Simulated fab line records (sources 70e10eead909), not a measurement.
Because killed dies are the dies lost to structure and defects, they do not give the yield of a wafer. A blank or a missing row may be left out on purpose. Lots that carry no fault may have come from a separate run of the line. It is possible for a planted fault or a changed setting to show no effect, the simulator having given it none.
Which tool did it?	flow nand-harc	12 lots with 36 wafers sampled at 6 steps, on a route of 1159 steps

WHAT THE GAUGES SHOWED, per wafer
NHARC_P_GATE_CD_MEAS_46 targets a cd of 720 nm. Usual: cd-nm 720.2 nm, standard deviation 1.2.
lot	measured	on	cd-nm (nm)	flag
L170	day 4 19:41	cd-sem-03	719.2 718.4 721.2	
L171	day 5 10:44	cd-sem-02	721.6 723.7 722.6	
L172	day 5 16:22	cd-sem-01	719.2 718.6 719.5	
L173	day 5 22:54	cd-sem-02	719.5 720.2 720.5	
L176	day 6 04:50	cd-sem-02	720.0 719.7 720.8	
L174	day 6 08:49	cd-sem-01	720.7 720.9 717.2	
L181	day 7 23:11	cd-sem-03	658.8 659.6 660.2	OFF
L183	day 8 15:53	cd-sem-02	658.9 659.4 658.9	OFF
L185	day 9 00:57	cd-sem-02	722.3 720.9 721.0	
L187	day 9 16:13	cd-sem-03	720.8 718.6 719.2	
L189	day 10 16:14	cd-sem-03	718.6 721.0 722.6	
L193	day 11 00:41	cd-sem-03	721.3 720.5 720.8	

NHARC_END_SORT_01. Usual: killed-at-array 28, standard deviation 12; killed-at-other 0.8, standard deviation 1.1; killed-at-periphery 3.6, standard deviation 2.3; killed-dies 32, standard deviation 12; killed-open 3.4, standard deviation 1.9; killed-short 2.0, standard deviation 1.3.
lot	measured	on	killed-at-array	killed-at-other	killed-at-periphery	killed-dies	killed-open	killed-short	flag
L181	day 22 07:53	prober-01	19 25 19	1 0 1	3 4 8	23 29 28	4 3 5	0 0 1	

WHICH TOOL RAN EACH LOT (tool, then ch and the chambers of the sampled wafers, then the start)
lot	NHARC_P_GATE_DESCUM_31	NHARC_P_GATE_EXPOSE_43	NHARC_P_GATE_RTA_82	NHARC_P_CONTACT_DESCUM_17
L170	rie-diel-07 ch 0,3, day 4 07:41	krf-scanner-01 ch 0, day 4 19:32	rtp-anneal-01 ch 0, day 5 02:10	rie-diel-12 ch 0,3, day 5 04:05
L171	rie-diel-07 ch 0,2,3, day 4 22:52	krf-scanner-03 ch 0, day 5 10:34	rtp-anneal-01 ch 0, day 5 17:07	rie-diel-01 ch 2,3, day 5 19:14
L172	rie-diel-10 ch 1,2,3, day 5 04:39	krf-scanner-03 ch 0, day 5 16:13	rtp-anneal-02 ch 0, day 5 22:55	rie-diel-12 ch 0,1,3, day 6 00:58
L173	rie-diel-03 ch 0,2,3, day 5 10:58	krf-scanner-02 ch 0, day 5 22:44	rtp-anneal-02 ch 0, day 6 05:08	rie-diel-01 ch 0,1,2, day 6 07:10
L176	rie-diel-10 ch 0,2,3, day 5 16:59	krf-scanner-01 ch 0, day 6 04:41	rtp-anneal-01 ch 0, day 6 11:32	rie-diel-02 ch 0,1, day 6 13:32
L174	rie-diel-10 ch 0,1,3, day 5 17:29	krf-scanner-03 ch 0, day 6 08:40	rtp-anneal-01 ch 0, day 6 15:38	rie-diel-12 ch 0,1,2, day 6 17:31
L181	rie-diel-10 ch 1,3, day 7 09:38	krf-scanner-01 ch 0, day 7 23:01	rtp-anneal-01 ch 0, day 8 05:31	rie-diel-01 ch 0,3, day 8 07:50
L183	rie-diel-10 ch 1,2,3, day 8 03:41	krf-scanner-01 ch 0, day 8 15:44	rtp-anneal-02 ch 0, day 8 23:32	rie-diel-01 ch 1,2, day 9 01:54
L185	rie-diel-07 ch 0,1, day 8 13:08	krf-scanner-03 ch 0, day 9 00:47	rtp-anneal-02 ch 0, day 9 07:21	rie-diel-01 ch 0,2, day 9 09:22
L187	rie-diel-07 ch 1,2,3, day 9 04:20	krf-scanner-02 ch 0, day 9 16:04	rtp-anneal-01 ch 0, day 9 23:00	rie-diel-01 ch 2,3, day 10 00:59
L189	rie-diel-10 ch 0,1,3, day 9 22:39	krf-scanner-03 ch 0, day 10 16:05	rtp-anneal-01 ch 0, day 10 23:04	rie-diel-01 ch 0,1,2, day 11 00:56
L193	rie-diel-10 ch 0,2,3, day 10 06:02	krf-scanner-02 ch 0, day 11 00:32	rtp-anneal-01 ch 0, day 11 06:55	rie-diel-12 ch 0,1,2, day 11 09:04
- NHARC_P_GATE_DESCUM_31: chemistry O2, time 3 s.
- NHARC_P_GATE_EXPOSE_43: exposes mask P NSD, target cd 720 nm.
- NHARC_P_GATE_RTA_82: time 30 s.
- NHARC_P_CONTACT_DESCUM_17: chemistry O2, time 3 s.

WHAT THE TOOLS THEMSELVES READ (means of the sampled wafers that have a number; where no wafer has one, the mark that the record gives instead)
NHARC_P_GATE_DESCUM_31. Usual: drypump-motor-current-A 5.80 A, standard deviation 0.28; oes-product-au 1.001 a.u., standard deviation 0.0088; rf-vpp-V 57.8 V, standard deviation 0.92; showerhead-plenum-p-Torr 1.93 Torr, standard deviation 0.096; throttle-valve-pct 11.311 %, standard deviation 0.0098.
lot	tool	drypump-motor-current-A (A)	oes-product-au (a.u.)	rf-vpp-V (V)	showerhead-plenum-p-Torr (Torr)	throttle-valve-pct (%)	flag
L170	rie-diel-07	6.06	0.996	56.7	1.85	11.320	
L171	rie-diel-07	5.96	1.004	58.2	1.87	11.302	
L172	rie-diel-10	5.85	1.010	58.7	1.99	11.312	
L173	rie-diel-03	5.76	1.005	57.2	1.97	11.311	
L176	rie-diel-10	5.76	1.004	58.0	2.02	11.323	
L174	rie-diel-10	5.61	1.004	58.0	2.00	11.309	
L181	rie-diel-10	5.80	0.991	59.2	2.01	11.316	
L183	rie-diel-10	5.86	1.005	57.7	1.98	11.306	
L185	rie-diel-07	5.82	1.001	56.5	1.80	11.310	
L187	rie-diel-07	5.75	0.996	57.5	1.87	11.308	
L189	rie-diel-10	5.62	0.988	58.4	1.99	11.314	
L193	rie-diel-10	5.73	0.995	58.2	2.02	11.307	

NHARC_P_GATE_EXPOSE_43. Usual: exposure-dose-mJ-cm2 14.811, standard deviation 0.012.
lot	tool	exposure-dose-mJ-cm2	flag
L170	krf-scanner-01	14.817	
L171	krf-scanner-03	14.806	
L172	krf-scanner-03	14.810	
L173	krf-scanner-02	14.834	
L176	krf-scanner-01	14.807	
L174	krf-scanner-03	14.812	
L181	krf-scanner-01	10.423	OFF
L183	krf-scanner-01	10.432	OFF
L185	krf-scanner-03	14.821	
L187	krf-scanner-02	14.819	
L189	krf-scanner-03	14.805	
L193	krf-scanner-02	14.813	

NHARC_P_GATE_RTA_82. Usual: lamp-power-pct 4.259 %, standard deviation 0.012; wafer_temp_C_max 452.1, standard deviation 0.43.
lot	tool	lamp-power-pct (%)	wafer_temp_C_max	flag
L170	rtp-anneal-01	4.251	452.1	
L171	rtp-anneal-01	4.250	452.2	
L172	rtp-anneal-02	4.276	451.7	
L173	rtp-anneal-02	4.273	451.9	
L176	rtp-anneal-01	4.249	451.9	
L174	rtp-anneal-01	4.251	452.2	
L181	rtp-anneal-01	4.252	452.1	
L183	rtp-anneal-02	4.276	452.1	
L185	rtp-anneal-02	4.270	452.0	
L187	rtp-anneal-01	4.248	451.8	
L189	rtp-anneal-01	4.250	452.4	
L193	rtp-anneal-01	4.250	451.7	

NHARC_P_CONTACT_DESCUM_17. Usual: drypump-motor-current-A 5.7 A, standard deviation 0.41; oes-product-au 0.999 a.u., standard deviation 0.0075; rf-vpp-V 57.7 V, standard deviation 0.96; showerhead-plenum-p-Torr 1.93 Torr, standard deviation 0.087; throttle-valve-pct 11.312 %, standard deviation 0.0098.
lot	tool	drypump-motor-current-A (A)	oes-product-au (a.u.)	rf-vpp-V (V)	showerhead-plenum-p-Torr (Torr)	throttle-valve-pct (%)	flag
L170	rie-diel-12	5.4	1.000	57.4	1.96	11.311	
L171	rie-diel-01	5.8	1.007	57.9	1.89	11.310	
L172	rie-diel-12	5.4	1.001	57.3	1.97	11.312	
L173	rie-diel-01	5.9	1.000	58.3	2.00	11.315	
L176	rie-diel-02	5.6	0.999	58.5	1.84	11.314	
L174	rie-diel-12	5.8	1.001	58.0	1.94	11.314	
L181	rie-diel-01	5.5	1.005	57.0	1.87	11.307	
L183	rie-diel-01	6.2	0.994	57.5	2.05	11.311	
L185	rie-diel-01	5.9	0.986	58.8	1.99	11.309	
L187	rie-diel-01	5.8	0.989	58.3	1.89	11.303	
L189	rie-diel-01	5.9	0.996	58.5	2.00	11.312	
L193	rie-diel-12	5.8	1.001	57.1	1.94	11.314	

THE ANSWER, worked out from the rows above alone
Rule: lot off if the mean of its wafers having a number is beyond 3 standard deviations from the usual mean. A lot without any number at a reading at which 4 lots or more have one is off too. The other lots that the step has rows for count as sound. The gauges are gone through in route order, then the tools' own readings, and for those a lot's mean is taken as printed above. At the first step where some lot is off, the reading lying furthest off is the one used; lots without a number count as furthest.
Off: L181, L183 (NHARC_P_GATE_CD_MEAS_46, cd-nm).
A tool fits if, at a process step before that reading, it ran every lot that is off, and no sound lot after the first of them. Not tried: the gauges at NHARC_P_GATE_CD_MEAS_46; whatever is off there is also off at NHARC_P_GATE_EXPOSE_43, on other tools, and gauge error can't account for it. One candidate fits, namely krf-scanner-01 at NHARC_P_GATE_EXPOSE_43. Its last sound lot is L176 (day 6 04:41), its first lot that is off L181 (day 7 23:01): a fault that began between those two fits.
The tool's own readings at NHARC_P_GATE_EXPOSE_43 bear it out: on the lots that are off they differ by more than 5 times the standard deviation of the sound lots' means. exposure-dose-mJ-cm2 reads 10.428 there against 14.814 on the sound lots.

WHAT WAS PUT IN BY THE SIMULATOR
Process parameters drifting: krf-scanner-01 at NHARC_P_GATE_EXPOSE_43, beginning at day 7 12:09. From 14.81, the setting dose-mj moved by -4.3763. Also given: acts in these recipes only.
Lots struck among those shown: L181, L183. The same result came from the rule above.
